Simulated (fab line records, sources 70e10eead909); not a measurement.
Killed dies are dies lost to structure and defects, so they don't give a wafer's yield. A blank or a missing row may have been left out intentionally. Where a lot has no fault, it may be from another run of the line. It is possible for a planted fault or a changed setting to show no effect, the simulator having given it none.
Chamber matching | flow nandHarc | NHARC_A_CHANNEL_FILL_D1_ALD_16 on aldHk-03 has 4 sister chambers
The step deposits SiO2, target thk 1.5 nm, pulse time 10 s, ald cycles 15. 18 wafers are shown with their chamber, then 9 later ones without.

WAFERS PAIRED WITH THEIR CHAMBERS
wafer  | chamber | heaterPowerW (W) | susceptorTempC (C) | precursorPulseHeightRel
L075.2 | 2       | 483              | 300.11             | 0.978
L075.5 | 0       | 479              | 299.82             | 1.030
L075.6 | 3       | 469              | 299.86             | 0.992
L080.1 | 2       | 482              | 300.09             | 0.983
L080.3 | 0       | 465              | 299.99             | 1.028
L080.5 | 2       | 486              | 300.13             | 1.000
L083.2 | 0       | 488              | 300.19             | 1.026
L083.4 | 2       | 480              | 300.16             | 0.988
L083.6 | 0       | 475              | 300.14             | 1.001
L086.3 | 0       | 471              | 300.14             | 0.965
L086.5 | 3       | 494              | 299.82             | 0.974
L086.6 | 2       | 480              | 299.71             | 1.009
L087.1 | 2       | 491              | 299.84             | 0.999
L087.2 | 1       | 583              | 300.21             | 1.001
L087.6 | 2       | 487              | 300.12             | 1.002
L091.3 | 3       | 482              | 299.83             | 1.019
L091.4 | 2       | 485              | 299.79             | 0.998
L091.6 | 1       | 577              | 299.98             | 1.004

SIGNATURES, as means of the wafers listed above
reading                 | chamber 0 | chamber 1 | chamber 2 | chamber 3 | scatter within a chamber
heaterPowerW            | 475.60    | 580.00    | 484.25    | 481.67    | 7.22
susceptorTempC          | 300.0560  | 300.0950  | 299.9937  | 299.8367  | 0.158
precursorPulseHeightRel | 1.01000   | 1.00250   | 0.99462   | 0.99500   | 0.0187
Rule: a wafer lies at a distance from a chamber equal to the root of the sum of squares, over the readings, of (its reading less the chamber's mean, divided by the reading's scatter). If the next closest chamber is less than 2 further off than the closest, the wafer can't be placed; otherwise it belongs to the closest. The scatter: take each reading less its chamber's mean, square it, sum over the shown wafers, divide by the number of wafers less the number of chambers, and take the root.

WAFERS MISSING THEIR CHAMBER
wafer  | heaterPowerW (W) | susceptorTempC (C) | precursorPulseHeightRel
L093.1 | 478              | 299.76             | 1.025
L093.2 | 589              | 299.92             | 1.016
L093.3 | 483              | 300.07             | 1.011
L095.2 | 557              | 300.24             | 0.990
L095.3 | 498              | 300.29             | 0.965
L095.6 | 509              | 299.94             | 1.012
L096.1 | 479              | 299.72             | 0.980
L096.2 | 573              | 299.95             | 0.988
L096.6 | 494              | 299.77             | 1.048

CHAMBER TAKEN BY EACH
wafer  | from the rows above          | in truth
L093.1 | can't be placed: 3 or 0 or 2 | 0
L093.2 | 1                            | 1
L093.3 | can't be placed: 2 or 0 or 3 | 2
L095.2 | 1                            | 1
L095.3 | can't be placed: 2 or 3 or 0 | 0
L095.6 | can't be placed: 2 or 3 or 0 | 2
L096.1 | can't be placed: 3 or 2 or 0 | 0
L096.2 | 1                            | 1
L096.6 | can't be placed: 3 or 2 or 0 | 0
Correct placement for 3 of the 9. Can't be placed from these rows: 6 (the true chamber is among the candidates in 6). Wrongly placed: 0.
